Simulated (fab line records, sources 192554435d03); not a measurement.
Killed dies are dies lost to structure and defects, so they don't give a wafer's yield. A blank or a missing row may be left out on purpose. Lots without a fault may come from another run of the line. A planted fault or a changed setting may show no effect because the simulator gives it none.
Problem report in the 8D (eight disciplines) form, filled by code | flow n5_finfet | the parts of the form that need people (team, actions taken, sign-off) are left out

1. THE PROBLEM
RS_NWELL at N5_BEOL_M4_RC_MEAS_101 reads a mean of 1219 ohm/sq on 6 wafers of 2 lots; wafers without a fault read 1037 ohm/sq with a standard deviation of 6.3. That is +29 standard deviations from the usual mean.
First seen on wafer L998.1, day 12 01:44, on prober-01. The record holds 30 wafers of 10 lots with a number at this step. Rule for "out", or "out of limits": more than 4 standard deviations from the usual mean. The other wafers with a number count as sound.

2. WHAT IT IS AND WHAT IT IS NOT
question                    | is                     | is not
which readings at this step | RS_NWELL               | DIBL_N, DIBL_P, IOFF_N, IOFF_P, ION_N, ION_P, SS_N, SS_P, VT_N, VT_P
which lots                  | L100, L998             | L101, L103, L105, L983, L984, L985, L987, L989
which wafers of those lots  | all that have a number | -
read on which gauges        | prober-01, prober-02   | -
when                        | from day 12 01:44      | up to then (15 sound wafers); but 9 sound wafers of L101, L103, L105 came after

3. SUSPECTS, AND WHAT RULES EACH OUT
Counting: a tool at a process step up to the reading stays a suspect if it ran every lot that is out and no sound lot after the first of them.
- the gauge at N5_BEOL_M4_RC_MEAS_101: ruled out. The wafers that are out were read on 2 gauges (prober-01, prober-02).
- implanter-02 at N5_WELL_APT_IMPLANT_14: kept. It ran every lot that is out, first L998 (day 5 08:02), and no sound lot after that; its last sound lot up to then is L989 (day 3 01:48). Its own readings are out on those wafers: dose_ions_cm2, faraday_current_uA.
Left after counting: implanter-02 at N5_WELL_APT_IMPLANT_14.

4. THE CAUSE (what the simulator had put in)
Process parameter drift: implanter-02, from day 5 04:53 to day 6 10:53, at N5_WELL_APT_IMPLANT_14. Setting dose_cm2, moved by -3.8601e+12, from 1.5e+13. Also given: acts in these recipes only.
Counting left only this tool.

5. THE CHAIN OF EFFECTS, in route order
Each row: a reading whose mean over the struck wafers that have a number lies more than 3 standard deviations from the usual. Only readings for which the record gives a usual standard deviation are gone through. hours: the time from each lot's start at the first step in this table that gives one to its start at this step, as a median over the lots. sigmas: the change in usual standard deviations.
hours | step                   | reading            | usual       | on struck wafers | change      | sigmas
0     | N5_WELL_APT_IMPLANT_14 | dose_ions_cm2      | 1.5001e+13  | 1.1138e+13       | -3.8630e+12 | -99 or more
0     | N5_WELL_APT_IMPLANT_14 | faraday_current_uA | 191         | 140              | -51         | -14
158   | N5_BEOL_M4_RC_MEAS_101 | RS_NWELL           | 1037 ohm/sq | 1219             | +182        | +29
The process steps in it:
- N5_WELL_APT_IMPLANT_14

6. WHAT WOULD HAVE CAUGHT IT SOONER
In this record the first reading out of limits at a measuring or inspecting step was taken at day 12 01:44, 165 hours after the fault began at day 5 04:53.
The tool's own readings at N5_WELL_APT_IMPLANT_14 were out on every struck wafer that the step has a row for (dose_ions_cm2, faraday_current_uA): an alarm limit on them would have fired on the first of those.
All the lots that are out (2) had begun N5_WELL_APT_IMPLANT_14 on implanter-02 by day 12 01:44. A hold on the tool at that time would have spared none of them.
